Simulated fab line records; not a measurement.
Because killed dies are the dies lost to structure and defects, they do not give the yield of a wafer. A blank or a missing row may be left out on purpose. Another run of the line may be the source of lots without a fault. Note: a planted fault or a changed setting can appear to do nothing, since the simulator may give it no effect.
Split-lot study ; flow n5Finfet ; on a route of 1938 steps: 7 lots, 21 wafers read

== THE SPLIT ITSELF ==
At N5_BEOL_M12_SPUTTER_43 (material TaN, target thk 15 nm, time 24.19 s), the setting powerW was moved away from the recipe's 15000 W on 4 of the 21 wafers read, by -15.7% to +7.9%. The other wafers ran this setting at the recipe's value.

The reading comes from the split's own step.

== THE READING ==
TaN_of_BEOL_M12_SPUTTER_43.thkNm (the simulator's own value, which no gauge read), in nm, at N5_BEOL_M12_SPUTTER_43 (material TaN, target thk 15 nm, time 24.19 s). The file does not state a usual value for it. Here, 17 wafers ran the recipe; their average is 15.1 nm with a standard deviation of 0.23 nm.

wafer;tool, chamber at the split;powerW as run, W;against the recipe;TaN_of_BEOL_M12_SPUTTER_43.thkNm, nm;against lot-mates on the recipe
L075.2;pvdSputter-03, -;15000;recipe;15.4;-
L075.3;pvdSputter-03, -;15000;recipe;15.6;-
L075.4;pvdSputter-03, -;15000;recipe;15.2;-
L077.3;pvdSputter-02, -;15000;recipe;14.8;-
L077.6;pvdSputter-02, -;15000;recipe;14.8;-
L077.4;pvdSputter-02, -;15000;recipe;15;-
L080.3;pvdSputter-02, -;15000;recipe;14.8;-
L080.6;pvdSputter-02, -;15000;recipe;14.8;-
L080.4;pvdSputter-02, -;15000;recipe;15;-
L084.1;pvdSputter-01, -;15000;recipe;15;-
L084.5;pvdSputter-01, -;15000;recipe;15;-
L084.3;pvdSputter-01, -;16180;+7.9%;16.2;+1.2
L092.1;pvdSputter-01, -;14060;-6.3%;14;-1.0
L092.6;pvdSputter-01, -;14060;-6.3%;14;-1.0
L092.3;pvdSputter-01, -;15000;recipe;15;-
L095.1;pvdSputter-02, -;15000;recipe;15.2;-
L095.3;pvdSputter-02, -;15000;recipe;15;-
L095.6;pvdSputter-02, -;15000;recipe;15.4;-
L096.2;pvdSputter-01, -;15000;recipe;15.2;-
L096.4;pvdSputter-01, -;15000;recipe;15.2;-
L096.3;pvdSputter-01, -;12650;-15.7%;12.6;-2.6

FIT RESULTS
A straight line over all 21 wafers: TaN_of_BEOL_M12_SPUTTER_43.thkNm changes by +0.158 nm for each +1% of powerW; r = +0.95; the points scatter about the line by 0.22 nm.
The same after taking each lot's own level away (the mean of its wafers on the recipe; 21 wafers): +0.162 nm for each +1%; r = +0.99; scatter 0.11 nm.
That fit puts the effect of the largest move of powerW on the reading at 2.5 nm.
Measured against the standard deviation above, the lots' own levels, which go from 14.87 to 15.40 nm, span 2.3 times it.
Consequently the slope shifts little with the lot-to-lot level, the two slopes agreeing.
Check: for one of the wafers moved furthest among these (-15.7%), held out of the fit, the line's prediction against its lot-mates is -2.45 nm. It came out at -2.6 nm against them.

== THESE WAFERS: OTHER SPLITS ==
Note: prior to the reading, these wafers also went through further splits. Each is held against what the fit with the lots' levels taken away leaves over:
other split on the same wafers;wafers away from the commonest value;r with TaN_of_BEOL_M12_SPUTTER_43.thkNm (lot level and that fit taken away)
N5_BEOL_M10_HM_DEP_02 targetThkA;4;+0.09
N5_BEOL_M10_DEP_56 timeS;7;+0.15
N5_BEOL_M11_DESCUM_16 timeS;6;+0.21
N5_BEOL_M11_COAT_64 spinRpm;8;+0.18

== THE FILE'S OWN FIT ==
TaN_of_BEOL_M12_SPUTTER_43.thkNm changes by +0.163 nm for each +1% of powerW, r = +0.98.
